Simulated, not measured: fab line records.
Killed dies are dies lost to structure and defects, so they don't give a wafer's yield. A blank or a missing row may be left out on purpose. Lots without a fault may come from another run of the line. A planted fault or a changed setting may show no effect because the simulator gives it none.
Chamber matching	flow nandHarc	NHARC_P_M1_DEP_33 on pecvd-01 has 3 sister chambers
The step deposits SiCN, target thk 30 nm. 18 wafers are shown with their chamber, then 9 later ones without.

WAFERS, EACH WITH ITS CHAMBER
wafer	chamber	heaterPowerW (W)	heaterPowerOuterW (W)
L077.1	0	678	384
L077.2	1	573	360
L077.3	2	594	300
L078.1	2	621	335
L078.2	0	582	307
L078.6	1	609	388
L079.2	2	642	332
L079.3	1	610	390
L079.5	0	626	345
L081.1	1	579	362
L081.2	0	573	304
L081.4	0	571	305
L087.2	1	515	324
L087.5	0	649	365
L087.6	1	521	321
L088.2	1	557	351
L088.3	2	682	353
L088.5	0	622	343

SIGNATURES, as means of the wafers listed above
reading	chamber 0	chamber 1	chamber 2	scatter within a chamber
heaterPowerW	614.43	566.29	634.75	39.1
heaterPowerOuterW	336.14	356.57	330.00	28.4
Rule: distance of a wafer from a chamber = root of the sum over the readings of ((wafer's reading minus chamber's mean) / reading's scatter) squared. The wafer belongs to the nearest chamber; if the next one is less than 2 further off, it can't be placed. How the scatter is found: for the shown wafers, subtract from each reading the mean of its chamber, square and add these, divide the total by (wafers less chambers), then take the root.

WAFERS WITH NO CHAMBER GIVEN
wafer	heaterPowerW (W)	heaterPowerOuterW (W)
L090.3	586	382
L090.5	624	341
L090.6	597	376
L091.1	566	336
L091.3	624	329
L091.4	631	338
L096.1	505	315
L096.3	721	424
L096.4	744	380

THE CHAMBER EACH PASSED THROUGH
wafer	from the rows above	in truth
L090.3	can't be placed: 1 or 0 or 2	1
L090.5	can't be placed: 0 or 2 or 1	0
L090.6	can't be placed: 1 or 0 or 2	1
L091.1	can't be placed: 1 or 0 or 2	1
L091.3	can't be placed: 2 or 0 or 1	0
L091.4	can't be placed: 2 or 0 or 1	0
L096.1	can't be placed: 1 or 0 or 2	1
L096.3	can't be placed: 2 or 0 or 1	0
L096.4	can't be placed: 2 or 0 or 1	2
Correct placement for 0 of the 9. These rows do not allow placing 9 (true chamber among the candidates in 9). 0 placed wrongly.
